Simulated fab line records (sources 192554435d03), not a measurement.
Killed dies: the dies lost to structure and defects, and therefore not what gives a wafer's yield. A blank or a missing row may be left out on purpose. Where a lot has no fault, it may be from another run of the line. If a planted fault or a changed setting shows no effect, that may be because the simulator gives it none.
Split-lot experiment + flow n5_finfet + on a route of 1938 steps: 7 lots, 39 wafers read

THE SPLIT
At N5_BEOL_M14_DESCUM_33 (chemistry O2, time 7.9 s), the setting time_s was moved away from the recipe's 7.9 s on 9 of the 39 wafers read, by -50.2% to +54.9%. The other wafers ran this setting at the recipe's value.

The file shows no step between the split and the reading.

THE READING
coat_of_BEOL_M14_COAT_22.thk_nm (the simulator's own value, which no gauge read), in nm, at N5_BEOL_M14_ETCH_67 (etches SiARC in CF4, target depth 143 nm, time 238.3 s). The file does not state a usual value for it. Here, 30 wafers ran the recipe; their average is 212.2 nm with a standard deviation of 0.73 nm.

| wafer  | tool, chamber at the split | time_s as run, s | against the recipe | coat_of_BEOL_M14_COAT_22.thk_nm, nm | against lot-mates on the recipe |
|--------|----------------------------|------------------|--------------------|-------------------------------------|---------------------------------|
| L075.1 | rie_diel-03, 1,3,2         | 7.9              | recipe             | 212.6                               | -                               |
| L075.5 | rie_diel-03, 1,3,2         | 7.9              | recipe             | 212.6                               | -                               |
| L075.2 | rie_diel-03, 2             | 7.9              | recipe             | 212.4                               | -                               |
| L075.3 | rie_diel-03, 1,3,2         | 7.9              | recipe             | 212.8                               | -                               |
| L075.4 | rie_diel-03, 0             | 7.9              | recipe             | 211.6                               | -                               |
| L075.6 | rie_diel-03, 1             | 7.9              | recipe             | 212.2                               | -                               |
| L079.1 | rie_diel-06, 3,0           | 7.9              | recipe             | 212.2                               | -                               |
| L079.2 | rie_diel-06, 0,3           | 12.24            | +54.9%             | 209.6                               | -2.9                            |
| L079.4 | rie_diel-06, 0,3           | 12.24            | +54.9%             | 209.6                               | -2.9                            |
| L079.3 | rie_diel-06, 2             | 12.24            | +54.9%             | 210.4                               | -2.1                            |
| L079.5 | rie_diel-06, 3,0           | 7.9              | recipe             | 212.4                               | -                               |
| L079.6 | rie_diel-06, 2             | 7.9              | recipe             | 213                                 | -                               |
| L089.1 | rie_diel-03, 1,2           | 7.9              | recipe             | 212.6                               | -                               |
| L089.2 | rie_diel-03, 1,2           | 7.9              | recipe             | 212.8                               | -                               |
| L089.3 | rie_diel-03, 0,3           | 7.9              | recipe             | 213.2                               | -                               |
| L089.4 | rie_diel-03, 0,3           | 7.9              | recipe             | 213.2                               | -                               |
| L089.5 | rie_diel-03, 2             | 7.9              | recipe             | 213                                 | -                               |
| L089.6 | rie_diel-03, 3             | 7.9              | recipe             | 212.4                               | -                               |
| L088.1 | rie_diel-06, 2,0           | 7.9              | recipe             | 211.4                               | -                               |
| L088.2 | rie_diel-06, 3             | 7.9              | recipe             | 211.8                               | -                               |
| L088.3 | rie_diel-06, 0             | 7.9              | recipe             | 212.4                               | -                               |
| L088.5 | rie_diel-06, 1             | 7.9              | recipe             | 212.4                               | -                               |
| L088.4 | rie_diel-06, 1             | 7.9              | recipe             | 212.2                               | -                               |
| L088.6 | rie_diel-06, 2,0           | 7.9              | recipe             | 211                                 | -                               |
| L091.1 | rie_diel-03, 2,3,1         | 7.9              | recipe             | 212.8                               | -                               |
| L091.4 | rie_diel-03, 2,3,1         | 7.9              | recipe             | 212.2                               | -                               |
| L091.6 | rie_diel-03, 2,3,1         | 7.9              | recipe             | 212.6                               | -                               |
| L094.1 | rie_diel-03, 2             | 7.9              | recipe             | 210.4                               | -                               |
| L094.2 | rie_diel-03, 0             | 3.938            | -50.2%             | 213.8                               | +3.0                            |
| L094.3 | rie_diel-03, 3             | 3.938            | -50.2%             | 212.4                               | +1.6                            |
| L094.4 | rie_diel-03, 1             | 7.9              | recipe             | 210.6                               | -                               |
| L094.5 | rie_diel-03, 3             | 7.9              | recipe             | 211.4                               | -                               |
| L094.6 | rie_diel-03, 2             | 3.938            | -50.2%             | 212.8                               | +2.0                            |
| L095.1 | rie_diel-01, 1             | 11.63            | +47.2%             | 209.2                               | -2.5                            |
| L095.2 | rie_diel-01, 2             | 11.63            | +47.2%             | 210.4                               | -1.3                            |
| L095.3 | rie_diel-01, 0             | 7.9              | recipe             | 212.6                               | -                               |
| L095.4 | rie_diel-01, 3             | 11.63            | +47.2%             | 209.6                               | -2.1                            |
| L095.5 | rie_diel-01, 2,1           | 7.9              | recipe             | 211.2                               | -                               |
| L095.6 | rie_diel-01, 2,1           | 7.9              | recipe             | 211.4                               | -                               |
Where a row lists several chambers, the file gives one row for several wafers and doesn't say which wafer went through which chamber.

THE FIT
A straight line over all 39 wafers: coat_of_BEOL_M14_COAT_22.thk_nm changes by -0.0355 nm for each +1% of time_s; r = -0.75; the points scatter about the line by 0.77 nm.
The same after taking each lot's own level away (the mean of its wafers on the recipe; 39 wafers): -0.0452 nm for each +1%; r = -0.93; scatter 0.46 nm.
According to that fit, moving time_s by its largest amount changes the reading by 2.5 nm.
The lots' own levels span 210.80 to 212.87 nm, that is 2.8 times the standard deviation above.
So the lot-to-lot level blurs the effect unless lot-mates are compared.
Check: -2.42 nm against its lot-mates is what the line predicts for one of the wafers moved furthest among these (+54.9%) when that wafer is left out of the fit. Against them it came out at -2.93 nm.

THE WHOLE CHAIN: every reading that the file lists as answering this split, in the file's order
| step                  | what it does                                           | reading                                                                          | change (the file's fit)                | r (the file's) |
|-----------------------|--------------------------------------------------------|----------------------------------------------------------------------------------|----------------------------------------|----------------|
| N5_BEOL_M14_DESCUM_33 | chemistry O2, time 7.9 s                               | coat_of_BEOL_M14_COAT_22.thk_nm (the simulator's own value, which no gauge read) | -0.043 nm for each +1% of the setting  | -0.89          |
| N5_BEOL_M14_ETCH_67   | etches SiARC in CF4, target depth 143 nm, time 238.3 s | coat_of_BEOL_M14_COAT_22.thk_nm (the simulator's own value, which no gauge read) | -0.0453 nm for each +1% of the setting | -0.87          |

FILE'S OWN FIT
coat_of_BEOL_M14_COAT_22.thk_nm changes by -0.0453 nm for each +1% of time_s, r = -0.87.
